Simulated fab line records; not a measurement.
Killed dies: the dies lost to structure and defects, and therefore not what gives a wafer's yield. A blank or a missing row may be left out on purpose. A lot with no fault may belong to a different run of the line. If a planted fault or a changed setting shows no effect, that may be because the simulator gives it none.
Matching of chambers :: flow nand-harc :: 4 sister chambers for NHARC_A_STAIRCASE_TRIM_20 on rie-diel-08
The step chemistry O2, time 211.2 s. 4 wafers are shown with their chamber, then 8 later ones without.

EACH WAFER AND ITS CHAMBER
wafer: L086.3
chamber: 0
showerhead-plenum-p-Torr (Torr): 3.39

wafer: L091.2
chamber: 3
showerhead-plenum-p-Torr (Torr): 3.75

wafer: L091.4
chamber: 2
showerhead-plenum-p-Torr (Torr): 3.35

wafer: L092.1
chamber: 1
showerhead-plenum-p-Torr (Torr): 3.52

WAFERS WITHOUT THEIR CHAMBER
wafer: L092.2
showerhead-plenum-p-Torr (Torr): 3.35

wafer: L092.3
showerhead-plenum-p-Torr (Torr): 3.38

wafer: L095.2
showerhead-plenum-p-Torr (Torr): 3.75

wafer: L095.4
showerhead-plenum-p-Torr (Torr): 3.51

wafer: L095.5
showerhead-plenum-p-Torr (Torr): 3.75

wafer: L097.2
showerhead-plenum-p-Torr (Torr): 3.34

wafer: L097.4
showerhead-plenum-p-Torr (Torr): 3.51

wafer: L097.6
showerhead-plenum-p-Torr (Torr): 3.51

WHICH CHAMBER EACH ONE RAN IN
wafer: L092.2
from the rows above: 2
in truth: 2

wafer: L092.3
from the rows above: 0
in truth: 0

wafer: L095.2
from the rows above: 3
in truth: 3

wafer: L095.4
from the rows above: 1
in truth: 1

wafer: L095.5
from the rows above: 3
in truth: 3

wafer: L097.2
from the rows above: 2
in truth: 2

wafer: L097.4
from the rows above: 1
in truth: 1

wafer: L097.6
from the rows above: 1
in truth: 1
Correctly placed: 8 of 8. From these rows, 0 cannot be placed. Wrongly placed: 0.
How it was worked out, from the rows above alone: a wafer's distance from a chamber is the root of the sum, over the readings, of the square of ((its reading less the chamber's mean) divided by the reading's scatter). The wafer belongs to the nearest chamber; if the next one is less than 2 further off, it can't be placed. Each chamber's mean is taken over the wafers shown for it. The scatter: root of mean squared gap, hidden wafer to nearest shown wafer, with one shown wafer a chamber.
